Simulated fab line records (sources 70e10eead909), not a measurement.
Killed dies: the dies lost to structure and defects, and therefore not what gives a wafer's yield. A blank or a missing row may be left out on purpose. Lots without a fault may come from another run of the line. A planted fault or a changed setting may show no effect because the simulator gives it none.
fab line records ; flow nandHarc
record lots=13; wafers=37; lastDay=24
route steps=1159 shown A_SLIT@797 A_SIN_REMOVE@808 A_WL_FILL@823 END@1159
lots with no fault: from the same line, run without faults
startH: start of the lot's first displayed wafer, in hours after the record's first day ; waitH: hours elapsed since this lot's preceding step ; " identical to the entry in the row above ; L1.1+2: a row that stands for several wafers ; - value missing, or start not given ; * or withheld: withheld ; < > ~ a bound
route shown NAME@n: names a module that has steps shown in the file, with the first one's number in the route ; usual: mean and standard deviation over wafers with no fault ; same: alike in all rows ; chamber/n: place in a boat ; sites: the reading at each site ; _std_site: their standard deviation ; _edge_site: the outer-site mean with the inner-site mean subtracted ; radiusMm: how far each site lies from the wafer's centre ; mask NAME#n: copy n ; behind: the tool/chamber that last shaped the wafer ; hold: why the lot went on hold/how many hours it stayed there/how the hold came to an end ; device: names the non-switching transistor (n, p or np) ; end of line: tests of these same wafers at the route's end ; a step given without rows: its recipe and nothing more ; killed: count of dies lost to structure and defects at first sort (not the wafer's yield) ; map: the dies of a wafer, with x for killed, . for not killed, _ for no die there
set.NAME: the setting as run; set.NAME@STEP: as run at that earlier step ; model.NAME: the simulator's own value behind a step, which no gauge read
route steps across a sampled set of lots; one table per step, one row per wafer
services: a tool's chamber out of use, with start hour (startH, from the record's first day; less than 0 if before it), hours out, and reason
## steps
# step NHARC_A_SLIT_ETCH_26
# recipe biasV=400; sourceW=2000; pressureMtorr=25; timeS=90; arFlowSccm=375; c4f8FlowSccm=41.7; o2FlowSccm=83.3; targetDepthA=4000; chemistry=C4F8/O2/Ar
# usual drypumpMotorCurrentA=6.2/0.39; showerheadPlenumPTorr=3.70/0.084; throttleValvePct=27.620/0.0086
lot.wafer;tool;chamber;startH;waitH;drypumpMotorCurrentA;rfHoursCounterH;showerheadPlenumPTorr;throttleValvePct
L819.2;harEtch-02;1;335.93;1.2;6.4;182;3.64;27.628
L819.5;harEtch-02;1;335.93;1.2;6.4;-;3.64;27.620
L819.6;harEtch-02;0;335.93;1.2;5.6;-;3.62;27.616
L821.2;harEtch-01;1;338.55;1.0;6.6;9;3.76;27.629
L821.4;harEtch-01;1;338.55;1.0;6.6;-;3.76;27.608
L821.6;harEtch-01;1;338.55;1.0;6.6;-;3.76;27.615
L820.2;harEtch-02;1;338.88;1.2;6.4;184;3.64;27.617
L820.3;harEtch-02;0;338.88;1.2;5.6;-;3.62;27.614
L820.5;harEtch-02;1;338.88;1.2;6.4;-;3.64;27.627
L818.2;harEtch-01;1;340.19;1.2;6.6;11;3.75;27.639
L818.3;harEtch-01;1;340.19;1.2;6.6;-;3.75;27.618
L818.4;harEtch-01;0;340.19;1.2;6.4;-;3.84;27.611
L822.2;harEtch-02;1;343.59;1.0;6.4;185;3.64;27.611
L822.3;harEtch-02;0;343.59;1.0;5.6;-;3.62;27.622
L822.4;harEtch-02;1;343.59;1.0;6.4;-;3.64;27.622
L823.2;harEtch-02;1;356.42;1.0;6.4;191;3.64;27.615
L826.1;harEtch-02;0;361.88;1.2;5.5;192;3.62;27.616
L826.4;harEtch-02;1;361.88;1.2;6.4;-;3.64;27.616
L826.5;harEtch-02;1;361.88;1.2;6.4;-;3.64;27.603
L831.1;harEtch-02;0;397.90;1.2;5.6;207;3.61;27.604
L831.2;harEtch-02;1;397.90;1.2;6.3;207;3.63;27.622
L831.4;harEtch-02;0;397.90;1.2;5.6;-;3.61;27.633
L832.2;harEtch-01;1;400.33;1.2;6.6;38;3.74;27.622
L832.1;harEtch-01;0;400.33;1.2;6.4;38;3.82;27.617
L832.3;harEtch-01;1;400.33;1.2;6.6;-;3.74;27.621
L838.2;harEtch-01;1;431.34;1.3;6.6;51;3.73;27.616
L838.1;harEtch-01;0;431.34;1.3;6.4;51;3.81;27.624
L838.3;harEtch-01;1;431.34;1.3;6.6;-;3.73;27.614
L836.3;harEtch-02;1;437.95;0.8;6.4;-;3.62;27.614
L836.5;harEtch-02;1;437.95;0.8;6.4;-;3.62;27.623
L836.6;harEtch-02;0;437.95;0.8;5.6;-;3.60;27.612
L840.2;harEtch-01;0;440.57;1.3;6.4;54;3.81;27.616
L840.1;harEtch-01;1;440.57;1.3;6.6;54;3.73;27.624
L840.3;harEtch-01;1;440.57;1.3;6.6;-;3.73;27.619
L837.2;harEtch-02;0;444.62;1.0;5.6;224;3.60;27.610
L837.3;harEtch-02;1;444.62;1.0;6.4;-;3.62;27.610
L837.6;harEtch-02;1;444.62;1.0;6.4;-;3.62;27.637
# step NHARC_A_SLIT_STRIP_18
# recipe o2FlowSccm=500; arFlowSccm=0; biasW=0; chemistry=O2
# usual drypumpMotorCurrentA=5.8/0.64; oesProductAu=0.998/0.0081; rfVppV=57.7/0.86; showerheadPlenumPTorr=3.51/0.096; throttleValvePct=17.036/0.0077
lot.wafer;tool;chamber;startH;waitH;drypumpMotorCurrentA;oesProductAu;rfHoursCounterH;rfVppV;showerheadPlenumPTorr;throttleValvePct
L819.2;rieDiel-10;2;-;-;5.1;1.005;12;57.0;3.49;17.037
L819.6;rieDiel-10;0;-;-;5.6;1.004;-;56.9;3.49;17.039
L819.5;rieDiel-10;1;-;-;5.3;0.991;-;56.8;3.58;17.042
L821.2;rieDiel-10;2;-;-;5.1;0.982;12;57.9;3.49;17.045
L821.4;rieDiel-10;1;-;-;5.3;0.998;12;56.5;3.58;17.031
L821.6;rieDiel-10;3;-;-;6.8;1.008;-;57.4;3.40;17.042
L820.2;rieDiel-05;0;339.73;0.2;5.7;1.012;14;58.2;3.46;17.035
L820.3;rieDiel-05;0;339.73;0.2;5.7;1.017;-;58.1;3.46;17.044
L820.5;rieDiel-05;1;339.73;0.2;6.1;1.014;-;57.8;3.52;17.033
L818.3;rieDiel-10;0;-;-;5.7;0.986;14;58.5;3.49;17.035
L818.4;rieDiel-10;1;-;-;5.3;0.992;12;59.1;3.58;17.028
L818.2;rieDiel-10;2;-;-;5.1;0.999;12;57.5;3.49;17.025
L822.4;rieDiel-10;0;-;-;5.6;0.996;14;57.6;3.49;17.028
L822.3;rieDiel-10;1;-;-;5.3;0.998;12;58.0;3.58;17.036
L822.2;rieDiel-10;2;-;-;5.1;1.006;12;57.3;3.49;17.022
L823.2;rieDiel-06;0;-;-;6.4;1.002;7;57.1;3.63;17.040
L826.1;rieDiel-05;0;-;-;5.7;0.996;1;59.3;3.46;17.035
L826.4;rieDiel-05;2;-;-;5.2;1.013;-;57.5;3.73;17.017
L826.5;rieDiel-05;0;-;-;5.7;0.998;-;58.0;3.46;17.036
L831.1;rieDiel-06;0;-;-;6.3;0.998;11;56.8;3.63;17.035
L831.4;rieDiel-06;1;-;-;4.8;1.012;11;56.4;3.57;17.022
L831.2;rieDiel-06;2;-;-;5.8;0.995;11;58.1;3.40;17.030
L832.2;rieDiel-05;2;-;-;5.2;0.997;4;58.1;3.73;17.035
L832.3;rieDiel-05;3;-;-;6.2;0.994;2;57.6;3.74;17.039
L832.1;rieDiel-05;0;-;-;5.7;1.006;4;56.8;3.46;17.039
L838.3;rieDiel-05;3;-;-;6.1;1.004;4;59.4;3.74;17.040
L838.1;rieDiel-05;0;-;-;5.7;1.002;7;58.1;3.46;17.033
L838.2;rieDiel-05;2;-;-;5.2;0.999;7;58.6;3.73;17.036
L836.3;rieDiel-10;2;-;-;5.1;0.976;5;57.4;3.49;17.032
L836.5;rieDiel-10;3;-;-;6.8;1.000;-;57.9;3.40;17.043
L836.6;rieDiel-10;0;-;-;5.6;0.990;-;59.4;3.48;17.031
L840.2;rieDiel-10;2;-;-;5.1;0.990;5;58.3;3.49;17.042
L840.1;rieDiel-10;3;-;-;6.8;0.997;5;59.0;3.40;17.045
L840.3;rieDiel-10;0;-;-;5.6;0.984;6;56.6;3.48;17.032
L837.2;rieDiel-10;3;-;-;6.8;0.978;5;57.5;3.40;17.043
L837.3;rieDiel-10;1;-;-;5.3;0.984;6;58.7;3.58;17.035
L837.6;rieDiel-10;3;-;-;6.8;0.996;-;57.3;3.40;17.050
# step NHARC_A_SIN_REMOVE_INSPECT_04
# usual rawDefectCount=290/67
lot.wafer;tool;chamber;startH;waitH;rawDefectCount
L821.2;defectInspect-01;-;344.72;0.0;315
L821.4;defectInspect-01;-;344.72;0.0;198
L821.6;defectInspect-01;-;344.72;0.0;283
L819.2;defectInspect-02;-;344.72;0.0;232
L819.5;defectInspect-02;-;344.72;0.0;246
L819.6;defectInspect-02;-;344.72;0.0;322
L818.2;defectInspect-02;-;347.95;0.0;256
L818.3;defectInspect-02;-;347.95;0.0;311
L818.4;defectInspect-02;-;347.95;0.0;317
L820.2;defectInspect-01;-;347.95;0.0;296
L820.3;defectInspect-01;-;347.95;0.0;343
L820.5;defectInspect-01;-;347.95;0.0;267
L822.2;defectInspect-02;-;352.41;0.0;248
L822.3;defectInspect-02;-;352.41;0.0;221
L822.4;defectInspect-02;-;352.41;0.0;325
L823.2;defectInspect-01;-;365.32;0.0;246
L826.1;defectInspect-01;-;370.80;0.0;216
L826.4;defectInspect-01;-;370.80;0.0;220
L826.5;defectInspect-01;-;370.80;0.0;295
L831.1;defectInspect-02;-;406.73;0.0;395
L831.2;defectInspect-02;-;406.73;0.0;362
L831.4;defectInspect-02;-;406.73;0.0;316
L832.1;defectInspect-02;-;406.77;0.0;299
L832.2;defectInspect-02;-;406.77;0.0;313
L832.3;defectInspect-02;-;406.77;0.0;308
L838.1;defectInspect-01;-;440.08;0.0;297
L838.2;defectInspect-01;-;440.08;0.0;340
L838.3;defectInspect-01;-;440.08;0.0;347
L836.3;defectInspect-01;-;446.67;0.0;232
L836.5;defectInspect-01;-;446.67;0.0;283
L836.6;defectInspect-01;-;446.67;0.0;307
L840.1;defectInspect-02;-;449.49;0.0;322
L840.2;defectInspect-02;-;449.49;0.0;324
L840.3;defectInspect-02;-;449.49;0.0;401
L837.2;defectInspect-02;-;453.43;0.0;298
L837.3;defectInspect-02;-;453.43;0.0;222
L837.6;defectInspect-02;-;453.43;0.0;284
# step NHARC_A_WL_FILL_ETCHBACK_16
# recipe targetDepthA=880; timeS=17.6; c4f8FlowSccm=withheld; o2FlowSccm=8; arFlowSccm=withheld; rfW=600; biasW=800; chemistry=C4F8/O2/Ar
# usual oesProductAu=0.984/0.027; rfVppV=723/4.5; runLengthS=39.1/0.42
lot.wafer;tool;chamber;startH;waitH;oesProductAu;rfHoursCounterH;rfVppV;runLengthS
L819.2;rieDiel-11;2;363.97;-;0.987;9.1;724;39.5
L819.6;rieDiel-11;1;363.97;-;1.001;-;725;39.1
L819.5;rieDiel-11;2;363.97;-;0.998;-;723;39.6
L818.3;rieDiel-07;0;364.00;-;0.993;5.4;726;39.1
L818.2;rieDiel-07;1;364.00;-;0.991;5.1;719;39.3
L818.4;rieDiel-07;3;364.00;-;0.980;5.3;728;39.1
L821.2;rieDiel-03;2;364.03;-;0.991;3.2;725;38.3
L821.4;rieDiel-03;3;364.03;-;0.988;3.7;717;39.3
L821.6;rieDiel-03;2;364.03;-;1.008;-;729;38.6
L822.2;rieDiel-07;3;367.48;-;1.007;5.3;727;39.2
L822.3;rieDiel-07;1;367.48;-;0.998;5.2;721;39.5
L822.4;rieDiel-07;1;367.48;-;1.008;-;722;39.2
L820.2;rieDiel-03;0;367.50;-;0.912;3.9;725;39.4
L820.3;rieDiel-03;2;367.50;-;0.926;3.3;728;38.5
L820.5;rieDiel-03;3;367.50;-;0.912;-;718;39.5
L823.2;rieDiel-03;1;383.52;-;0.921;3.6;717;38.9
L826.1;rieDiel-03;2;390.07;-;0.988;3.6;727;36.9
L826.4;rieDiel-03;1;390.07;-;0.993;3.6;715;38.8
L826.5;rieDiel-03;2;390.07;-;1.000;-;730;37.0
L832.2;rieDiel-07;1;423.96;-;0.998;0.3;718;39.4
L832.3;rieDiel-07;2;423.96;-;0.998;0.3;727;39.1
L832.1;rieDiel-07;0;423.96;-;0.993;0.2;726;38.6
L831.4;rieDiel-11;1;427.08;-;0.987;3.8;724;39.3
L831.1;rieDiel-11;2;427.08;-;0.976;2.5;724;39.4
L831.2;rieDiel-11;3;427.08;-;0.972;3.5;727;38.8
L838.2;rieDiel-11;1;456.77;-;1.006;5.7;724;38.7
L838.3;rieDiel-11;2;456.77;-;0.999;4.5;723;39.8
L838.1;rieDiel-11;3;456.77;-;0.999;5.4;728;39.1
L836.3;rieDiel-11;3;462.13;-;0.993;5.7;730;38.8
L836.6;rieDiel-11;2;462.13;-;0.984;-;723;39.6
L836.5;rieDiel-11;3;462.13;-;0.981;-;727;39.4
L837.2;rieDiel-07;0;465.29;-;0.927;2.3;726;38.4
L837.3;rieDiel-07;1;465.29;-;0.914;2.3;719;39.1
L837.6;rieDiel-07;3;465.29;-;0.924;-;728;38.6
L840.2;rieDiel-11;1;466.13;-;0.998;6.1;723;39.1
L840.3;rieDiel-11;2;466.13;-;1.000;4.9;723;39.7
L840.1;rieDiel-11;3;466.13;-;0.999;5.8;725;38.8
# step NHARC_END_SORT_01
# recipe tempC=25
# usual killedAtArray=28/10; killedAtOther=0.6/0.85; killedAtPeriphery=3.3/2.3; killedDies=32/11; killedOpen=3.3/1.5; killedShort=2.1/1.4
# same grossDies=677
lot.wafer;tool;chamber;startH;waitH;killedAtArray;killedAtOther;killedAtPeriphery;killedDies;killedOpen;killedShort
L823.2;prober-01;0;476.76;2.8;23;1;3;27;2;3
# killed by level:class
L823.2 A_SLIT:chamberFilmFlake=11 A_CHANNEL_HOLE_D1:chamberFilmFlake=5 A_CONTACT:chamberFilmFlake=2 P_GATE:geometricParticle:short=1 A_SOURCE_PLATE:geometricParticle:short=1 A_SGD_CUT:geometricParticle:open=1 A_WL_FILL:geometricParticle:short=1 STARTING-WAFER:geometricParticle:open=1
## services
tool;chamber;startH;hours;kind
rieDiel-05;3;317.63;51.0;repair
rieDiel-11;3;319.81;4.3;repair
rieDiel-11;1;322.15;3.0;repair
rieDiel-05;-;340.62;9.0;pm
rieDiel-07;2;344.50;3.0;repair
rieDiel-10;-;353.50;9.0;pm
rieDiel-06;1;355.87;3.0;repair
rieDiel-07;2;365.81;8.6;repair
rieDiel-10;3;366.52;8.9;repair
rieDiel-11;-;366.74;9.0;pm
rieDiel-10;1;370.01;2.3;repair
rieDiel-07;0;376.39;14.0;repair
rieDiel-03;2;381.54;4.2;repair
rieDiel-11;2;383.68;9.5;repair
rieDiel-03;-;392.30;9.0;pm
rieDiel-06;2;400.48;4.6;repair
rieDiel-07;-;405.20;9.0;pm
rieDiel-05;3;407.64;9.1;repair
rieDiel-03;-;416.13;0.2;repair
rieDiel-11;0;418.15;8.5;repair
rieDiel-06;-;418.20;9.0;pm
rieDiel-06;1;446.98;3.9;repair
rieDiel-11;0;450.68;25.0;repair
rieDiel-03;2;459.77;7.3;repair
## key
firstSign step=NHARC_A_WL_FILL_ETCHBACK_16; reading=runLengthS; direction=down; sigmas=5.1; usual=*; struck=*
effect none on later readings
metAt NHARC_A_WL_FILL_ETCHBACK_16
struckLots L826
struckWafers L826.1,L826.5
testerLeftOut L826
notActingAt NHARC_A_SLIT_ETCH_26,NHARC_A_SLIT_STRIP_18,NHARC_A_SIN_REMOVE_INSPECT_04
onsetBetween 367.50 390.07
fault kind=processParameterDrift; tool=rieDiel-03; chamber=-; onsetH=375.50; steps=NHARC_A_WL_FILL_ETCHBACK_16; channel=timeS; offset=*; shape=step; endH=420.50; scope=struckWafersOnly; actsIn=*; stated=*
# testerLeftOut: of these lots the tester's yield and bins aren't shown, on N5 and GAA mostly nor the transistor test; their killed dies are dies lost to structure and defects alone, not to doping, threshold or leakage, so they don't give the yield
